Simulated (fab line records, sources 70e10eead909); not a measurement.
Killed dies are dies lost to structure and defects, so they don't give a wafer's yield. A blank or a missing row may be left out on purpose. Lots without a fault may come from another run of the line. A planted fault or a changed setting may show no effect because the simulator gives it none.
Chamber matching | flow nand_harc | NHARC_A_SGD_CUT_DESCUM_14 on rie_diel-12: 4 sister chambers
The step chemistry O2, time 3 s. 22 wafers are shown with their chamber, then 11 later ones without.

WAFERS WITH THEIR CHAMBER
wafer  | chamber | showerhead_plenum_p_Torr (Torr) | drypump_motor_current_A (A) | oes_product_au (a.u.)
L074.1 | 0       | 1.78                            | 5.9                         | 1.001
L074.4 | 1       | 1.84                            | 5.4                         | 0.998
L074.5 | 2       | 2.01                            | 6.4                         | 0.994
L076.1 | 1       | 1.84                            | 5.4                         | 1.008
L076.2 | 2       | 2.00                            | 6.4                         | 0.990
L076.6 | 2       | 2.01                            | 6.4                         | 0.992
L078.3 | 0       | 1.78                            | 5.9                         | 1.004
L078.4 | 1       | 1.84                            | 5.4                         | 1.004
L078.5 | 0       | 1.78                            | 5.9                         | 1.004
L083.2 | 1       | 1.84                            | 5.4                         | 1.013
L083.4 | 3       | 1.96                            | 6.3                         | 1.012
L083.5 | 3       | 1.96                            | 6.4                         | 1.010
L091.2 | 1       | 1.84                            | 5.4                         | 1.000
L091.4 | 0       | 1.78                            | 5.9                         | 0.992
L091.6 | 1       | 1.84                            | 5.4                         | 0.986
L091.1 | 2       | 2.00                            | 6.4                         | 1.000
L091.3 | 3       | 1.96                            | 6.4                         | 1.002
L091.5 | 0       | 1.78                            | 5.9                         | 0.993
L093.2 | 3       | 1.96                            | 6.4                         | 1.002
L093.3 | 0       | 1.78                            | 5.9                         | 1.006
L093.4 | 1       | 1.84                            | 5.5                         | 0.996
L097.3 | 0       | 1.78                            | 5.9                         | 1.007

SIGNATURES (means of the wafers above)
reading                  | chamber 0 | chamber 1 | chamber 2 | chamber 3 | scatter within a chamber
showerhead_plenum_p_Torr | 1.7800    | 1.8400    | 2.0050    | 1.9600    | 0.00236
drypump_motor_current_A  | 5.900     | 5.414     | 6.400     | 6.375     | 0.0299
oes_product_au           | 1.00100   | 1.00071   | 0.99400   | 1.00650   | 0.00677
Rule: a wafer's distance from a chamber is the root of the sum, over the readings, of the square of ((its reading less the chamber's mean) divided by the reading's scatter). The wafer belongs to the nearest chamber; if the next one is less than 2 further off, it can't be placed. The scatter: the root of (the sum of the squares of (reading less its chamber's mean) over the shown wafers, divided by (wafers less chambers)).

WAFERS WITHOUT THEIR CHAMBER
wafer  | showerhead_plenum_p_Torr (Torr) | drypump_motor_current_A (A) | oes_product_au (a.u.)
L097.4 | 1.83                            | 5.4                         | 1.001
L097.6 | 1.83                            | 5.5                         | 0.999
L097.1 | 1.96                            | 6.3                         | 1.006
L097.2 | 2.00                            | 6.4                         | 0.994
L097.5 | 1.78                            | 5.9                         | 1.001
L096.1 | 2.00                            | 6.4                         | 1.006
L096.2 | 1.95                            | 6.4                         | 1.009
L096.6 | 1.95                            | 6.4                         | 1.011
L096.3 | 1.78                            | 5.9                         | 1.007
L096.4 | 1.83                            | 5.4                         | 0.996
L096.5 | 2.00                            | 6.4                         | 0.995

WHICH CHAMBER EACH WENT THROUGH
wafer  | from the rows above | in truth
L097.4 | 1                   | 1
L097.6 | 1                   | 1
L097.1 | 3                   | 3
L097.2 | 2                   | 2
L097.5 | 0                   | 0
L096.1 | 2                   | 2
L096.2 | 3                   | 3
L096.6 | 3                   | 3
L096.3 | 0                   | 0
L096.4 | 1                   | 1
L096.5 | 2                   | 2
Placed correctly: 11 of 11. Can't be placed from these rows: 0. Placed wrongly: 0.
